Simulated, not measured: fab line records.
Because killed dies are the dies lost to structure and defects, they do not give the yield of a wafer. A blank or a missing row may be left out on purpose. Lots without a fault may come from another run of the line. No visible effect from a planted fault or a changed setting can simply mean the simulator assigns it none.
Matching of chambers	flow nand_harc	rie_diel-02 running NHARC_A_CHANNEL_HOLE_D2_ETCH_38: 4 sister chambers
The step etches the open film in CF4, target depth 39 nm, time 65 s. 16 wafers are shown with their chamber, then 8 later ones without.

== WAFERS PAIRED WITH THEIR CHAMBERS ==
wafer	chamber	showerhead_plenum_p_Torr (Torr)	rf_vpp_V (V)	oes_product_au (a.u.)
L075.1	1	1.83	152.1	0.991
L075.2	3	1.85	151.8	0.992
L075.3	2	1.66	151.6	0.998
L077.2	0	1.85	153.8	1.007
L077.5	2	1.66	151.0	1.005
L077.6	1	1.82	151.8	0.996
L080.2	2	1.66	149.2	0.992
L080.4	1	1.82	151.9	0.988
L080.5	1	1.82	151.3	0.995
L084.3	3	1.85	153.3	1.004
L084.4	1	1.82	150.8	0.993
L084.5	0	1.84	151.8	0.998
L089.1	2	1.66	150.8	0.997
L089.4	0	1.84	152.5	1.002
L089.6	2	1.66	149.1	0.992
L091.1	0	1.84	151.3	0.994

SIGNATURES, as means of the wafers listed above
reading	chamber 0	chamber 1	chamber 2	chamber 3	scatter within a chamber
showerhead_plenum_p_Torr	1.8425	1.8220	1.6600	1.8500	0.00359
rf_vpp_V	152.350	151.580	150.340	152.550	0.95
oes_product_au	1.00025	0.99260	0.99680	0.99800	0.00517
Rule: a wafer's distance from a chamber is the root of the sum, over the readings, of the square of ((its reading less the chamber's mean) divided by the reading's scatter). If the next closest chamber is less than 2 further off than the closest, the wafer can't be placed; otherwise it belongs to the closest. The scatter: take each reading less its chamber's mean, square it, sum over the shown wafers, divide by the number of wafers less the number of chambers, and take the root.

== WAFERS WITHOUT THEIR CHAMBER ==
wafer	showerhead_plenum_p_Torr (Torr)	rf_vpp_V (V)	oes_product_au (a.u.)
L091.4	1.84	152.5	0.995
L091.6	1.84	151.2	0.986
L094.1	1.84	153.5	0.998
L094.4	1.66	150.5	1.000
L094.5	1.84	151.2	0.995
L097.2	1.66	150.4	1.011
L097.5	1.66	149.1	1.006
L097.6	1.84	152.4	0.998

== WHICH CHAMBER EACH ONE RAN IN ==
wafer	from the rows above	in truth
L091.4	can't be placed: 0 or 3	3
L091.6	can't be placed: 0 or 3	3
L094.1	can't be placed: 0 or 3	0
L094.4	2	2
L094.5	can't be placed: 0 or 3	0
L097.2	2	2
L097.5	2	2
L097.6	can't be placed: 0 or 3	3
Correct placement for 3 of the 8. Can't be placed from these rows: 5 (the true chamber is among the candidates in 5). Placed wrongly: 0.
